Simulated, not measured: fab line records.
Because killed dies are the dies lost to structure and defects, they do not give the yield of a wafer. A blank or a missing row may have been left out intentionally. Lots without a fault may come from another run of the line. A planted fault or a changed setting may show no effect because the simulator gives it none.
Matching of chambers :: flow n5 finfet :: N5_DUMMY_GATE_ETCH_44 on rie si-04: 4 sister chambers
The step etches poly-Si in HBr/O2, stops on SiO2, target depth 127.5 nm. 18 wafers are shown with their chamber, then 9 later ones without.

WAFERS WITH THEIR CHAMBER
wafer: L074.4
chamber: 2
throttle valve pct (%): 18.68
drypump motor current A (A): 6.0
oes product au (a.u.): 0.720

wafer: L074.5
chamber: 0
throttle valve pct (%): 18.41
drypump motor current A (A): 5.6
oes product au (a.u.): 0.724

wafer: L074.6
chamber: 3
throttle valve pct (%): 18.15
drypump motor current A (A): 6.1
oes product au (a.u.): 0.707

wafer: L079.2
chamber: 3
throttle valve pct (%): 18.16
drypump motor current A (A): 6.2
oes product au (a.u.): 0.707

wafer: L079.4
chamber: 1
throttle valve pct (%): 18.64
drypump motor current A (A): 4.8
oes product au (a.u.): 0.720

wafer: L079.5
chamber: 2
throttle valve pct (%): 18.70
drypump motor current A (A): 6.0
oes product au (a.u.): 0.712

wafer: L081.3
chamber: 2
throttle valve pct (%): 18.67
drypump motor current A (A): 6.0
oes product au (a.u.): 0.727

wafer: L081.4
chamber: 1
throttle valve pct (%): 18.66
drypump motor current A (A): 4.8
oes product au (a.u.): 0.716

wafer: L081.5
chamber: 0
throttle valve pct (%): 18.41
drypump motor current A (A): 5.5
oes product au (a.u.): 0.723

wafer: L082.2
chamber: 0
throttle valve pct (%): 18.40
drypump motor current A (A): 5.5
oes product au (a.u.): 0.730

wafer: L082.3
chamber: 2
throttle valve pct (%): 18.69
drypump motor current A (A): 6.0
oes product au (a.u.): 0.736

wafer: L082.6
chamber: 0
throttle valve pct (%): 18.41
drypump motor current A (A): 5.5
oes product au (a.u.): 0.731

wafer: L085.2
chamber: 2
throttle valve pct (%): 18.67
drypump motor current A (A): 6.0
oes product au (a.u.): 0.720

wafer: L085.4
chamber: 1
throttle valve pct (%): 18.63
drypump motor current A (A): 4.8
oes product au (a.u.): 0.712

wafer: L085.5
chamber: 1
throttle valve pct (%): 18.64
drypump motor current A (A): 4.8
oes product au (a.u.): 0.714

wafer: L090.3
chamber: 1
throttle valve pct (%): 18.65
drypump motor current A (A): 4.8
oes product au (a.u.): 0.718

wafer: L090.4
chamber: 0
throttle valve pct (%): 18.41
drypump motor current A (A): 5.5
oes product au (a.u.): 0.731

wafer: L090.6
chamber: 2
throttle valve pct (%): 18.68
drypump motor current A (A): 6.1
oes product au (a.u.): 0.724

SIGNATURES, as means of the wafers listed above
reading: throttle valve pct
chamber 0: 18.4080
chamber 1: 18.6440
chamber 2: 18.6817
chamber 3: 18.1550
scatter within a chamber: 0.00976

reading: drypump motor current A
chamber 0: 5.520
chamber 1: 4.800
chamber 2: 6.017
chamber 3: 6.150
scatter within a chamber: 0.039

reading: oes product au
chamber 0: 0.72780
chamber 1: 0.71600
chamber 2: 0.72317
chamber 3: 0.70700
scatter within a chamber: 0.00553
Rule: a wafer lies at a distance from a chamber equal to the root of the sum of squares, over the readings, of (its reading less the chamber's mean, divided by the reading's scatter). The wafer belongs to the nearest chamber; if the next one is less than 2 further off, it can't be placed. How the scatter is found: for the shown wafers, subtract from each reading the mean of its chamber, square and add these, divide the total by (wafers less chambers), then take the root.

WAFERS WITHOUT THEIR CHAMBER
wafer: L091.1
throttle valve pct (%): 18.42
drypump motor current A (A): 5.5
oes product au (a.u.): 0.724

wafer: L091.2
throttle valve pct (%): 18.68
drypump motor current A (A): 6.1
oes product au (a.u.): 0.742

wafer: L091.6
throttle valve pct (%): 18.15
drypump motor current A (A): 6.1
oes product au (a.u.): 0.717

wafer: L094.1
throttle valve pct (%): 18.40
drypump motor current A (A): 5.5
oes product au (a.u.): 0.719

wafer: L094.4
throttle valve pct (%): 18.14
drypump motor current A (A): 6.1
oes product au (a.u.): 0.710

wafer: L094.6
throttle valve pct (%): 18.40
drypump motor current A (A): 5.5
oes product au (a.u.): 0.720

wafer: L096.3
throttle valve pct (%): 18.14
drypump motor current A (A): 6.1
oes product au (a.u.): 0.700

wafer: L096.4
throttle valve pct (%): 18.41
drypump motor current A (A): 5.5
oes product au (a.u.): 0.717

wafer: L096.6
throttle valve pct (%): 18.16
drypump motor current A (A): 6.1
oes product au (a.u.): 0.699

CHAMBER TAKEN BY EACH
wafer: L091.1
from the rows above: 0
in truth: 0

wafer: L091.2
from the rows above: 2
in truth: 2

wafer: L091.6
from the rows above: 3
in truth: 3

wafer: L094.1
from the rows above: 0
in truth: 0

wafer: L094.4
from the rows above: 3
in truth: 3

wafer: L094.6
from the rows above: 0
in truth: 0

wafer: L096.3
from the rows above: 3
in truth: 3

wafer: L096.4
from the rows above: 0
in truth: 0

wafer: L096.6
from the rows above: 3
in truth: 3
Correct placement for 9 of the 9. Can't be placed from these rows: 0. Placed wrongly: 0.
